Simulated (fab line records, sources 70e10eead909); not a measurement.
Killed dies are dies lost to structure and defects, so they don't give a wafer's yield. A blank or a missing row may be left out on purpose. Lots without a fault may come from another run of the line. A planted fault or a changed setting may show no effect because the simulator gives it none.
fab line records | flow nand_harc
record lots=14 wafers=42 last_day=34
route steps=1302 shown A_CHANNEL_HOLE_D1@489 A_ONON_D2@545 A_CHANNEL_HOLE_D2@570 END@1302
lots that met no fault: from a run of the same line without faults
start_h: hours from the record's first day to the start of the lot's first wafer shown | wait_h: hours since the lot's step before | " the same as in the row above | L1.1+2: a row that stands for several wafers | - no value, or no start given | * or withheld: withheld | < > ~ a bound
route shown NAME@n: a module of which the file shows steps, and the number in the route of the first | usual: mean/standard deviation of fault-free wafers | same: alike in all rows | chamber/n: place in a boat | sites: the reading at each site | _std_site: their standard deviation | _edge_site: outer sites' mean less inner sites' | radius_mm: how far each site lies from the wafer's centre | mask NAME#n: copy n | behind: the tool/chamber that last shaped the wafer | hold: why the lot was held/for how many hours/how that ended | device: the transistor (n, p or np) that didn't switch | end of line: the same wafers' tests at the end of the route | a step without rows: its recipe alone | killed: dies lost to structure and defects at the first sort, not the wafer's yield | map: a wafer's dies, x killed, . not, _ none there
set.NAME: the setting as run; set.NAME@STEP: as run at that earlier step | model.NAME: the simulator's own value behind a step, which no gauge read
steps of the route over a sample of lots; a table a step, a row a wafer
services: from which hour (start_h, from the record's first day; less than 0 if before it) a tool's chamber was out of use, for how many hours, and why
## steps
# step NHARC_A_CHANNEL_HOLE_D1_INSPECT_40
# usual raw_defect_count=81/29
# columns lot.wafer tool chamber start_h wait_h raw_defect_count
L394.2 defect_inspect-01 - 184.47 - 54
L394.4 " - " " 35
L394.5 " - " " 77
L395.2 defect_inspect-02 - 197.65 - 92
L395.4 " - " " 103
L395.5 " - " " 96
L396.1 defect_inspect-02 - 208.52 - 35
L396.2 " - " " 38
L396.6 " - " " 61
L403.2 defect_inspect-01 - 280.02 - 121
L403.3 " - " " 102
L403.4 " - " " 89
L404.3 defect_inspect-01 - 286.21 - 114
L404.4 " - " " 104
L404.5 " - " " 91
L406.3 defect_inspect-01 - 305.23 - 114
L406.5 " - " " 102
L406.6 " - " " 120
L407.2 defect_inspect-01 - 316.65 - 142
L407.4 " - " " 108
L407.6 " - " " 105
L410.4 defect_inspect-01 - 352.61 - 55
L410.5 " - " " 65
L410.6 " - " " 48
L411.1 defect_inspect-02 - 361.18 - 96
L411.3 " - " " 91
L411.5 " - " " 115
L412.1 defect_inspect-02 - 364.07 - 79
L412.4 " - " " 78
L412.5 " - " " 54
L413.2 defect_inspect-02 - 380.35 - 152
L413.4 " - " " 131
L413.5 " - " " 116
L414.2 defect_inspect-01 - 393.24 - 59
L414.4 " - " " 67
L414.5 " - " " 59
L415.4 defect_inspect-01 - 397.42 - 52
L415.5 " - " " 69
L415.6 " - " " 48
L417.1 defect_inspect-02 - 421.56 - 66
L417.2 " - " " 63
L417.5 " - " " 72
# step NHARC_A_ONON_D2_DEP_00
# recipe target_thk_a=10000 n2_flow_sccm=2750 n2o_flow_sccm=2000 nh3_flow_sccm=500 sih4_flow_sccm=210 temp_c=400
# columns lot.wafer tool chamber start_h wait_h
L394.2+4+5 pecvd_onon-03 0 269.43 0.1
L395.2+4+5 pecvd_onon-04 0 282.77 0.1
L396.1+2+6 pecvd_onon-02 0 304.42 0.1
L404.3+4+5 pecvd_onon-04 0 374.60 0.2
L403.2+3+4 pecvd_onon-04 0 374.90 0.3
L406.3+5+6 pecvd_onon-02 0 389.23 0.2
L407.2+4+6 pecvd_onon-02 0 406.42 0.1
L410.4+5+6 pecvd_onon-02 0 437.45 0.2
L412.1+4+5 pecvd_onon-02 0 448.35 0.1
L411.1+3+5 pecvd_onon-03 0 448.35 0.1
L413.2+4+5 pecvd_onon-02 0 465.12 0.1
L414.2+4+5 pecvd_onon-03 0 479.88 0.1
L415.4+5+6 pecvd_onon-02 0 479.98 0.2
L417.1+2+5 pecvd_onon-04 0 508.29 0.1
# step NHARC_A_ONON_D2_THK_MEAS_02
# recipe thk_meas_gauge=ellipsometry
# usual thk_nm=1002/8.3
# columns lot.wafer tool chamber start_h wait_h hold thk_nm
L394.2 film_metro-02 - 269.89 - - 992
L394.4 " - " " - 992
L394.5 " - " " - 994
L395.2 film_metro-02 - 283.22 - - 996
L395.4 " - " " - 993
L395.5 " - " " - 994
L396.1 film_metro-02 - 304.92 - - 994
L396.2 " - " " - 995
L396.6 " - " " - 995
L404.3 film_metro-01 - 375.00 - await_dispo/0.2h/release 546
L404.4 " - " " await_dispo/0.2h/release 547
L404.5 " - " " await_dispo/0.2h/release 547
L404.3 film_metro-01 - 375.17 0.2 - 547
L404.4 " - " " - 546
L404.5 " - " " - 547
L403.2 film_metro-01 - 375.35 - await_dispo/0.2h/release 532
L403.3 " - " " await_dispo/0.2h/release 534
L403.4 " - " " await_dispo/0.2h/release 532
L403.2 film_metro-01 - 375.52 0.2 - 531
L403.3 " - " " - 534
L403.4 " - " " - 535
L406.3 film_metro-01 - 389.63 - - 999
L406.5 " - " " - 998
L406.6 " - " " - 999
L407.2 film_metro-01 - 406.88 - - 1012
L407.4 " - " " - 1010
L407.6 " - " " - 1010
L410.4 film_metro-02 - 437.79 - - 1013
L410.5 " - " " - 1016
L410.6 " - " " - 1014
L412.1 film_metro-02 - 448.86 - - 1013
L412.4 " - " " - 1010
L412.5 " - " " - 1011
L411.1 film_metro-01 - 448.86 - - 1007
L411.3 " - " " - 1005
L411.5 " - " " - 1006
L413.2 film_metro-01 - 465.57 - - 984
L413.4 " - " " - 985
L413.5 " - " " - 983
L415.4 film_metro-01 - 480.32 - - 1017
L415.5 " - " " - 1019
L415.6 " - " " - 1019
L414.2 film_metro-02 - 480.33 - - 1007
L414.4 " - " " - 1005
L414.5 " - " " - 1004
L417.1 film_metro-01 - 508.80 - - 990
L417.2 " - " " - 992
L417.5 " - " " - 989
# step NHARC_A_ONON_D2_THK_MEAS_24
# recipe thk_meas_gauge=ellipsometry
# usual thk_nm=998/11
# columns lot.wafer tool chamber start_h wait_h thk_nm
L394.2 film_metro-02 - 282.05 - 981
L394.4 " - " " 983
L394.5 " - " " 979
L395.2 film_metro-01 - 294.06 - 1003
L395.4 " - " " 1002
L395.5 " - " " 1002
L396.1 film_metro-01 - 316.37 - 997
L396.2 " - " " 999
L396.6 " - " " 997
L406.3 film_metro-01 - 401.23 - 998
L406.5 " - " " 998
L406.6 " - " " 996
L407.2 film_metro-02 - 418.04 - 1007
L407.4 " - " " 1006
L407.6 " - " " 1007
L410.4 film_metro-01 - 450.94 - 1001
L410.5 " - " " 1003
L410.6 " - " " 1002
L412.1 film_metro-01 - 459.95 - 1015
L412.4 " - " " 1015
L412.5 " - " " 1017
L411.1 film_metro-02 - 459.95 - 997
L411.3 " - " " 995
L411.5 " - " " 997
L413.2 film_metro-01 - 476.71 - 977
L413.4 " - " " 980
L413.5 " - " " 978
L414.2 film_metro-01 - 491.38 - 994
L414.4 " - " " 994
L414.5 " - " " 995
L415.4 film_metro-02 - 491.39 - 1009
L415.5 " - " " 1010
L415.6 " - " " 1011
L417.1 film_metro-02 - 520.24 - 1006
L417.2 " - " " 1009
L417.5 " - " " 1008
# step NHARC_A_CHANNEL_HOLE_D2_DEP_00
# recipe target_thk_a=31000 temp_c=400 material=aC
# usual throttle_valve_pct=35.000/0.0089
# columns lot.wafer tool chamber start_h wait_h throttle_valve_pct
L394.2 acl_dep-01 0 285.69 2.0 35.008
L394.4 " 0 " " 35.007
L394.5 " 0 " " 35.008
L395.2 acl_dep-02 0 296.11 0.4 34.998
L395.4 " 0 " " 35.019
L395.5 " 0 " " 34.994
L396.1 acl_dep-03 0 319.96 1.7 35.004
L396.2 " 0 " " 35.003
L396.6 " 0 321.55 3.2 35.003
L406.3 acl_dep-01 0 405.26 2.3 35.012
L406.5 " 0 " " 34.994
L406.6 " 0 " " 35.007
L407.2 acl_dep-02 0 420.12 0.4 35.005
L407.4 " 0 " " 34.985
L407.6 " 0 " " 34.981
L410.4 acl_dep-03 0 453.71 1.1 35.005
L410.5 " 0 " " 34.993
L410.6 " 0 " " 34.999
L411.1 acl_dep-02 0 461.69 0.1 34.995
L411.3 " 0 " " 35.005
L411.5 " 0 " " 34.996
L412.1 acl_dep-01 0 461.69 0.1 34.994
L412.4 " 0 " " 34.999
L412.5 " 0 " " 35.012
L413.2 acl_dep-02 0 482.44 4.1 35.006
L413.4 " 0 " " 35.006
L413.5 " 0 " " 34.993
L414.2 acl_dep-02 0 497.33 4.3 35.015
L414.4 " 0 " " 35.004
L414.5 " 0 " " 34.985
L415.4 acl_dep-03 0 498.06 5.0 35.000
L415.5 " 0 " " 35.008
L415.6 " 0 " " 34.998
L417.1 acl_dep-02 0 523.54 1.6 34.988
L417.2 " 0 " " 35.007
L417.5 " 0 " " 35.005
# step NHARC_END_SORT_01
# recipe temp_c=25
# usual defect_limited_yield=91.8/2.5 killed_at_array=51/17 killed_at_other=1.0/1.2 killed_at_periphery=3.4/2.5 killed_dies=56/17 killed_open=3.3/2.1 killed_short=2.6/1.6 sort_bin_2_pct=2.8/1.1 sort_bin_3_pct=0.6/0.34 sort_bin_4_pct=4.9/1.5 sort_n_pass=621/17 sort_rim_yield_pct=93/4 sort_yield_pct=91.8/2.5
# same gross_dies=677 sort_bin_5_pct[%]=0 sort_bin_6_pct[%]=0 sort_bin_7_pct[%]=0 sort_bin_8_pct[%]=0 sort_rim_n_gross=106.00
# columns lot.wafer tool chamber start_h wait_h defect_limited_yield[%] killed_at_array killed_at_other killed_at_periphery killed_dies killed_open killed_short sort_bin_2_pct[%] sort_bin_3_pct[%] sort_bin_4_pct[%] sort_n_pass sort_rim_yield_pct[%] sort_yield_pct[%]
L406.3 prober-01 0 690.57 3.1 87.1 85 1 1 87 2 3 4.4 1.2 7.2 590 91 87.1
L406.5 prober-01 0 692.17 3.7 89.5 68 0 3 71 6 1 5.0 0.7 4.7 606 90 89.5
L406.6 prober-01 0 692.98 4.0 88.9 74 0 1 75 4 1 4.6 0.9 5.6 602 93 88.9
L407.2 prober-02 0 702.90 2.8 93.5 43 0 1 44 0 2 2.8 0.4 3.2 633 92 93.5
L407.4 prober-02 0 704.53 3.4 89.1 70 1 3 74 2 4 4.1 1.0 5.8 603 96 89.1
L407.6 prober-02 0 706.15 4.1 92.2 48 0 5 53 3 2 2.2 0.7 4.9 624 90 92.2
L410.4 prober-01 0 723.39 3.4 95.7 26 1 2 29 1 3 1.8 0.3 2.2 648 98 95.7
L410.5 prober-01 0 724.19 3.7 93.8 39 0 3 42 5 5 1.9 0.3 4.0 635 93 93.8
L410.6 prober-01 0 724.99 4.0 94.8 34 0 1 35 1 3 1.6 0 3.5 642 98 94.8
# killed by level:class
L406.3 A_CHANNEL_HOLE_D1:chamber_film_flake=36 A_SLIT:chamber_film_flake=26 A_CHANNEL_HOLE_D2:chamber_film_flake=11 A_CHANNEL_FILL_D2:chamber_film_flake=3 A_CONTACT:chamber_film_flake=3 A_ZERO_WELL:chamber_film_flake=2 P_M0:geometric_particle:open=1 A_CHANNEL_HOLE_D2:geometric_particle:short=1
L406.5 A_SLIT:chamber_film_flake=33 A_CHANNEL_HOLE_D2:chamber_film_flake=14 A_CHANNEL_HOLE_D1:chamber_film_flake=11 A_CONTACT:chamber_film_flake=3 P_CONTACT:geometric_particle:open=1 P_M0:geometric_particle:open=1 A_CHANNEL_FILL_D1:geometric_particle:open=1 A_ONON_D2:geometric_particle:open=1
L406.6 A_CHANNEL_HOLE_D1:chamber_film_flake=33 A_SLIT:chamber_film_flake=29 A_CHANNEL_HOLE_D2:chamber_film_flake=7 P_CONTACT:geometric_particle:open=1 A_CHANNEL_FILL_D2:geometric_particle:short=1 A_CHANNEL_FILL_D2:geometric_particle:open=1 A_CONTACT:geometric_particle:open=1 A_M1:geometric_particle:open=1
L407.2 A_CHANNEL_HOLE_D2:chamber_film_flake=19 A_CHANNEL_HOLE_D1:chamber_film_flake=14 A_CONTACT:chamber_film_flake=4 A_ZERO_WELL:chamber_film_flake=2 A_STAIRCASE:chamber_film_flake=2 A_CHANNEL_HOLE_D1:geometric_particle:short=1 A_CHANNEL_FILL_D1:geometric_particle:short=1 P_GATE:chamber_film_flake=1
L407.4 A_CHANNEL_HOLE_D1:chamber_film_flake=34 A_CHANNEL_HOLE_D2:chamber_film_flake=23 A_CONTACT:chamber_film_flake=7 A_CHANNEL_FILL_D1:geometric_particle:short=2 P_ZERO_WELL:chamber_film_flake=2 P_M1:geometric_particle:open=1 A_DECK1_JOINT:geometric_particle:short=1 A_CHANNEL_FILL_D2:geometric_particle:open=1
L407.6 A_CHANNEL_HOLE_D2:chamber_film_flake=20 A_CHANNEL_HOLE_D1:chamber_film_flake=14 A_CONTACT:chamber_film_flake=5 P_GATE:chamber_film_flake=2 A_WL_FILL:chamber_film_flake=2 P_CONTACT:geometric_particle:open=1 A_ONON_D2:geometric_particle:short=1 A_WL_FILL:geometric_particle:short=1
L410.4 A_CHANNEL_HOLE_D1:chamber_film_flake=14 A_SLIT:chamber_film_flake=5 A_CONTACT:chamber_film_flake=2 P_M0:geometric_particle:short=1 A_SOURCE_PLATE:geometric_particle:short=1 A_SOURCE_PLATE:geometric_particle:open=1 A_CHANNEL_HOLE_D2:geometric_particle:short=1 P_ZERO_WELL:chamber_film_flake=1
L410.5 A_CHANNEL_HOLE_D1:chamber_film_flake=20 A_SLIT:chamber_film_flake=5 A_STAIRCASE:chamber_film_flake=4 A_ONON_D2:geometric_particle:short=2 A_CHANNEL_FILL_D2:geometric_particle:short=2 A_CONTACT:chamber_film_flake=2 P_CONTACT:geometric_particle:open=1 P_M0:geometric_particle:open=1
L410.6 A_CHANNEL_HOLE_D1:chamber_film_flake=15 A_SLIT:chamber_film_flake=8 A_CONTACT:chamber_film_flake=3 A_WL_FILL:geometric_particle:short=2 A_WL_FILL:chamber_film_flake=2 A_WL_FILL:geometric_particle:open=1 A_M0:geometric_particle:short=1 P_GATE:chamber_film_flake=1
## services
# columns tool chamber start_h hours kind
acl_dep-03 - 299.06 13.0 pm
pecvd_onon-04 - 311.12 13.0 pm
pecvd_onon-02 - 366.00 13.0 pm
acl_dep-01 - 368.66 13.0 pm
pecvd_onon-04 - 388.29 1.1 repair
pecvd_onon-03 - 408.00 13.0 pm
acl_dep-02 - 425.81 13.0 pm
acl_dep-03 - 484.11 13.0 pm
pecvd_onon-04 - 492.12 13.0 pm
## key
first_sign step=NHARC_A_ONON_D2_THK_MEAS_02 reading=visit direction=added
effect step=NHARC_A_ONON_D2_THK_MEAS_02 reading=thk_nm direction=down sigmas=56 usual=1002 struck=540
met_at NHARC_A_ONON_D2_DEP_00
struck_lots L403,L404
struck_wafers L403.2,L403.3,L403.4,L404.3,L404.4,L404.5
scrapped_behind NHARC_A_ONON_D2_THK_MEAS_02 L403.2,L403.3,L403.4,L404.3,L404.4,L404.5
not_acting_at NHARC_A_CHANNEL_HOLE_D1_INSPECT_40,NHARC_A_ONON_D2_THK_MEAS_24,NHARC_A_CHANNEL_HOLE_D2_DEP_00
onset_between 282.77 374.60
fault kind=process_parameter_drift tool=pecvd_onon-04 chamber=0 onset_h=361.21 steps=NHARC_A_ONON_D2_DEP_00 channel=target_thk_a offset=* shape=step end_h=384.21 acts_in=* stated=*
